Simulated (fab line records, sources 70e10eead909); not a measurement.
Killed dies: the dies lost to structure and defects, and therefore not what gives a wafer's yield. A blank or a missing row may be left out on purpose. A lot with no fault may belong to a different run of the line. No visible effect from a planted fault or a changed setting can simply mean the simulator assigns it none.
Chamber matching :: flow nand-harc :: 4 sister chambers for NHARC_A_M1_STRIP_18 on rie-diel-11
The step strips in N2/H2. 8 wafers are shown with their chamber, then 12 later ones without.

EACH WAFER AND ITS CHAMBER
wafer: L084.1
chamber: 1
rf-vpp-V (V): 91.8
oes-product-au (a.u.): 0.992

wafer: L084.2
chamber: 2
rf-vpp-V (V): 88.6
oes-product-au (a.u.): 1.004

wafer: L087.1
chamber: 3
rf-vpp-V (V): 89.5
oes-product-au (a.u.): 0.983

wafer: L087.2
chamber: 1
rf-vpp-V (V): 90.3
oes-product-au (a.u.): 1.003

wafer: L087.3
chamber: 2
rf-vpp-V (V): 90.2
oes-product-au (a.u.): 0.999

wafer: L088.2
chamber: 0
rf-vpp-V (V): 91.0
oes-product-au (a.u.): 1.006

wafer: L088.4
chamber: 3
rf-vpp-V (V): 89.5
oes-product-au (a.u.): 0.991

wafer: L088.5
chamber: 0
rf-vpp-V (V): 92.0
oes-product-au (a.u.): 1.007

WAFERS WITHOUT THEIR CHAMBER
wafer: L089.3
rf-vpp-V (V): 91.6
oes-product-au (a.u.): 0.995

wafer: L089.4
rf-vpp-V (V): 90.9
oes-product-au (a.u.): 1.005

wafer: L089.6
rf-vpp-V (V): 90.4
oes-product-au (a.u.): 0.982

wafer: L090.3
rf-vpp-V (V): 90.9
oes-product-au (a.u.): 0.995

wafer: L090.4
rf-vpp-V (V): 90.4
oes-product-au (a.u.): 0.995

wafer: L090.6
rf-vpp-V (V): 91.3
oes-product-au (a.u.): 0.986

wafer: L093.2
rf-vpp-V (V): 90.3
oes-product-au (a.u.): 0.989

wafer: L093.3
rf-vpp-V (V): 91.6
oes-product-au (a.u.): 0.992

wafer: L093.4
rf-vpp-V (V): 90.8
oes-product-au (a.u.): 0.990

wafer: L095.2
rf-vpp-V (V): 89.8
oes-product-au (a.u.): 0.993

wafer: L095.4
rf-vpp-V (V): 91.3
oes-product-au (a.u.): 1.003

wafer: L095.5
rf-vpp-V (V): 90.6
oes-product-au (a.u.): 1.000

WHICH CHAMBER EACH WENT THROUGH
wafer: L089.3
from the rows above: can't be placed: 1 or 0
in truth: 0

wafer: L089.4
from the rows above: can't be placed: 0 or 1 or 2
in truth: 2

wafer: L089.6
from the rows above: can't be placed: 3 or 1
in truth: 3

wafer: L090.3
from the rows above: can't be placed: 1 or 2 or 3 or 0
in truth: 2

wafer: L090.4
from the rows above: can't be placed: 1 or 2 or 3 or 0
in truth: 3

wafer: L090.6
from the rows above: can't be placed: 3 or 1 or 2 or 0
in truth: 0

wafer: L093.2
from the rows above: can't be placed: 3 or 1 or 2
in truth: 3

wafer: L093.3
from the rows above: can't be placed: 1 or 3 or 0 or 2
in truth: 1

wafer: L093.4
from the rows above: can't be placed: 1 or 3 or 2 or 0
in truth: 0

wafer: L095.2
from the rows above: can't be placed: 3 or 1 or 2
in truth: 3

wafer: L095.4
from the rows above: can't be placed: 0 or 1 or 2
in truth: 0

wafer: L095.5
from the rows above: can't be placed: 1 or 2 or 0
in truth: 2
0 of 12 placed correctly. Cannot be placed on the basis of these rows: 12; the candidates contain the true chamber in 12. Wrongly placed: 0.
How it was worked out, from the rows above alone: a wafer's distance from a chamber is the root of the sum, over the readings, of the square of ((its reading less the chamber's mean) divided by the reading's scatter). The wafer belongs to the nearest chamber; if the next one is less than 2 further off, it can't be placed. For every chamber, the mean is computed from those of its wafers that are shown. The scatter: the root of (the sum of the squares of (reading less its chamber's mean) over the shown wafers, divided by (wafers less chambers)).
